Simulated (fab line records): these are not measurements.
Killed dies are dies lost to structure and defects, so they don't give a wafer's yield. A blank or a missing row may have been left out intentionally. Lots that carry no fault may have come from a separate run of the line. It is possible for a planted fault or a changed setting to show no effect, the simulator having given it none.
Struck lot and sound lot, side by side -- flow n5-finfet -- 14 steps out of a route of 1938
Sound: these wafers, L637.2, L637.5, L637.6. Struck: wafers L656.5, L656.6 (left out: L656.1, a lot-mate that was not struck); the cause follows at the end.
At each step with rows: each side's tool, then ch and its chambers, then its first start. Under that, the readings that differ: sound wafers -- struck wafers -- difference of the means -- sigmas: that difference in standard deviations of wafers without a fault.
alike: a reading whose means differ by less than 2 such deviations, as well as words and numbers matching on both sides. not compared: withheld readings; readings where some wafer has no value; bounds like >300 that might hide an equal value; numbers whose values overlap and for which the record gives no deviation.
A row with sigmas, a row that says differs or no value, or rows on one side alone: a step with any of these is where the two part. Non-overlapping numbers with no deviation appear without sigmas and do not part them. A reading missing from all wafers of one side parts the sides only when that side holds two or more wafers.

N5_BEOL_M13_ETCH_67: etches SiARC in CF4, target depth 143 nm, time 238.3 s.
  sound on rie-diel-01 ch 0,3, day 11 16:22; struck on rie-diel-03 ch 0,3, day 16 23:56
reading,sound,struck,difference,sigmas
bias-w (W),36.00 35.83 35.87,35.90 36.38,+0.24,+2
  alike: cf4-flow-sccm, drypump-motor-current-A, etch-rf-on-time-s, oes-product-au, rf-vpp-V, showerhead-plenum-p-Torr, throttle-valve-pct
  not compared: rf-hours-counter-h
then, 4 steps without rows for these wafers: N5_BEOL_M13_ETCH_68 (etches SOC in N2/H2, time 355 s); N5_BEOL_M13_STRIP_69 (strips in N2/H2); N5_BEOL_M13_TRENCH_ETCH_34 (etches SiOC in C4F8/O2/Ar, target depth 413.47 nm, time 162.6 s); N5_BEOL_M13_STRIP_70 (strips in C4F8/O2/Ar).
N5_BEOL_M13_OCD_MEAS_35:
  sound on ocd-02 at day 11 16:54; struck on ocd-01 at day 17 00:29
  alike: trench-depth-nm
N5_BEOL_M13_STRIP_37: strips in N2/H2.
  sound on plasma-asher-01 ch 0,1, day 11 16:56; struck on plasma-asher-02 ch 0,1, day 17 00:31
  alike: drypump-motor-current-A, heater-power-w, oes-product-au
  not compared: rf-hours-counter-h
then, 3 steps without rows for these wafers: N5_BEOL_M13_ETCH_38 (etches SiCN in CF4/N2, target depth 67.5 nm, time 71.9 s); N5_BEOL_M13_PRECLEAN_39 (cleans in residue remover, time 60 s); N5_BEOL_M13_SRD_40 (time 30 s, dry time 30 s).
N5_BEOL_M13_DEGAS_41: time 60 s.
  sound on pvd-sputter-02 at day 12 01:07; struck on pvd-sputter-03 at day 17 01:52
  alike: heater-power-w, susceptor-temp-C
N5_BEOL_M13_PRE_CLEAN_42: time 30 s.
  sound on pvd-sputter-02 at day 12 01:10; struck on pvd-sputter-03 at day 17 01:55
  alike: heater-power-w, susceptor-temp-C
N5_BEOL_M13_SPUTTER_43: material TaN, target thk 15 nm, time 24.19 s.
  sound on pvd-sputter-02 at day 12 01:12; struck on pvd-sputter-03 at day 17 01:57
reading,sound,struck,difference,sigmas
model.TaN_of_BEOL_M13_SPUTTER_43.thk-nm (nm),15.2 15.4 15,16.4 16.2,+1.1,
  alike: susceptor-temp-C, throttle-valve-pct
N5_BEOL_M13_SPUTTER_44: material Ta, target thk 10 nm, time 16.13 s.
  sound on pvd-sputter-02 at day 12 01:17; struck on pvd-sputter-03 at day 17 02:02
  alike: susceptor-temp-C, throttle-valve-pct

== WHERE THEY PART ==
Only at N5_BEOL_M13_ETCH_67, as far as this record shows. Later steps at which nothing parts them and some readings are alike: N5_BEOL_M13_OCD_MEAS_35, N5_BEOL_M13_STRIP_37, N5_BEOL_M13_DEGAS_41, N5_BEOL_M13_PRE_CLEAN_42, N5_BEOL_M13_SPUTTER_43, N5_BEOL_M13_SPUTTER_44.

WHY: what had been put in by the simulator
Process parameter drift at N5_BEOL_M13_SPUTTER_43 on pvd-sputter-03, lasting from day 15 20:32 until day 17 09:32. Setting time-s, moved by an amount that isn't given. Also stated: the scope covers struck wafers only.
